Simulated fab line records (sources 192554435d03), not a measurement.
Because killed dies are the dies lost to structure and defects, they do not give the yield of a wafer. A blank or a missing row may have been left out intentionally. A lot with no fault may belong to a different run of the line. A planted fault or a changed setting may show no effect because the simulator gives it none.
Comparing a struck lot with a sound one -- flow n5Finfet -- 16 out of 1938 route steps
Sound: these wafers, L430.2, L430.3, L430.4. Wafers struck: L422.1, L422.3. At the end, the cause is stated.
Each step with rows lists, per side, the tool, then ch with its chambers, then its first start. Under that, the readings that differ: sound wafers -- struck wafers -- difference of the means -- sigmas: that difference in standard deviations of wafers without a fault.
alike: a reading whose means differ by less than 2 such deviations, as well as words and numbers matching on both sides. not compared: withheld readings; readings where some wafer has no value; bounds like >300 that might hide an equal value; numbers whose values overlap and for which the record gives no deviation.
Wherever a step has rows on one side only, a row that says differs or no value, or a row with sigmas, the two part there. Numbers that don't overlap but have no deviation are shown without sigmas and don't part them. A reading missing from all wafers of one side parts the sides only when that side holds two or more wafers.

first, 7 steps without rows for these wafers: N5_MOL_CONTACT_COAG_COAT_77 (time 60 s, resist thk 10 nm); N5_MOL_CONTACT_COAG_COAT_78 (resist thk 40 nm); N5_MOL_CONTACT_COAG_EBR_80; N5_MOL_CONTACT_COAG_SOFTBAKE_79 (time 60 s); N5_MOL_CONTACT_COAG_EXPOSE_81 (exposes mask VG, defocus 0 nm); N5_MOL_CONTACT_COAG_PEB_82 (peb time 60 s); N5_MOL_CONTACT_COAG_DEVELOP_83 (develop time 30 s).
N5_MOL_CONTACT_COAG_CD_MEAS_84: the cd target is 25.1 nm.
  sound on cdSem-03 ch 0, day 9 08:50; struck on cdSem-02 ch 0, day 7 08:11
  alike: cdNm
N5_MOL_CONTACT_COAG_OVL_MEAS_85:
  sound on overlay-01 ch 0, day 9 08:52; struck on overlay-02 ch 0, day 7 08:13
reading,sound,struck,difference,sigmas
VG_OVL (nm),-0.4 -0.8 -0.7,1.7 2.4,+2.7,+3
N5_MOL_CONTACT_COAG_INSPECT_57: inspects for defects (brightfield).
  sound: defectInspect-02 at day 9 08:55; struck: defectInspect-01 at day 7 08:16
  alike: rawDefectCount
N5_MOL_CONTACT_COAG_DESCUM_88: chemistry O2, time 7 s.
  sound on rieDiel-03 ch 0,1,3, day 9 09:01; struck on rieDiel-01 ch 0,2, day 7 09:59
  alike: drypumpMotorCurrentA, oesProductAu, rfVppV, showerheadPlenumPTorr, tempC, throttleValvePct
  not compared: rfHoursCounterH
N5_MOL_CONTACT_COAG_ETCH_89: etches underlayer in N2/H2, target depth 13 nm, time 10.4 s.
  sound on rieDiel-03 ch 0,1,3, day 9 09:02; struck on rieDiel-01 ch 0,2, day 7 10:02
reading,sound,struck,difference,sigmas
drypumpMotorCurrentA (A),5.5 5.6 5.4,6.2 6.2,+0.7,+2
  alike: etchRfOnTimeS, oesProductAu, rfVppV, showerheadPlenumPTorr, throttleValvePct
  not compared: rfHoursCounterH
N5_MOL_CONTACT_COAG_ETCH_90: etches SiARC in CF4, target depth 13 nm, time 21.7 s.
  sound on rieDiel-03 ch 0,1,3, day 9 09:04; struck on rieDiel-01 ch 0,2, day 7 10:03
reading,sound,struck,difference,sigmas
drypumpMotorCurrentA (A),5.5 5.6 5.4,6.2 6.2,+0.7,+2
etchRfOnTimeS (s),21.0 20.2 21.0,14.0 13.9,-6.8,-11
oesProductAu (a.u.),0.60 0.73 0.60,0.89 1.13,+0.37,+4
  alike: rfVppV, showerheadPlenumPTorr, throttleValvePct
  not compared: rfHoursCounterH
N5_MOL_CONTACT_COAG_ALD_131: deposits SiO2, target thk 5 nm, pulse time 1 s, co reactant pulse time 1 s.
  sound on aldSin-04 ch 0,2,3, day 9 09:08; struck on aldSin-04 ch 0,3, day 7 10:08
  alike: heaterPowerW, precursorPulseHeightRel
-- the record jumps here: 3 days lie between the struck wafers' starts before and after (it left off in module MOL_CONTACT_COAG and takes up again in module BEOL_M4, whose first step shown is number 1111 of the route) --
N5_BEOL_M4_RC_MEAS_101:
  sound on prober-01 ch 0, day 12 14:59; struck on prober-01 ch 0, day 10 09:54
  alike: DIBL_N, DIBL_P, IOFF_N, IOFF_P, ION_N, ION_P, SS_N, SS_P, VT_N, VT_P
-- record jumps: 4 days separate the struck wafers' starts on either side; left off in module BEOL_M4, taken up again in module PASSIVATION, whose first shown step is the route's number 1936 --
N5_PASSIVATION_PROBE_49:
  sound: prober-01 at day 16 19:58; struck: prober-02 at day 14 20:43
  alike: defectLimitedYield, killed_at_M0_to_M3, killed_at_M4_up, killedAtContacts, killedAtFrontEnd, killedAtOther, killedDies, killedOpen, killedShort, sort_bin_5_function, sort_bin_6_memory, sortNPass, sortYieldPct

WHERE THEY PART
Earliest at N5_MOL_CONTACT_COAG_OVL_MEAS_85; latest, in this record, at N5_MOL_CONTACT_COAG_ETCH_90. Later steps at which nothing parts them and some readings are alike: N5_MOL_CONTACT_COAG_ALD_131, N5_BEOL_M4_RC_MEAS_101, N5_PASSIVATION_PROBE_49.

WHY: what had been put in by the simulator
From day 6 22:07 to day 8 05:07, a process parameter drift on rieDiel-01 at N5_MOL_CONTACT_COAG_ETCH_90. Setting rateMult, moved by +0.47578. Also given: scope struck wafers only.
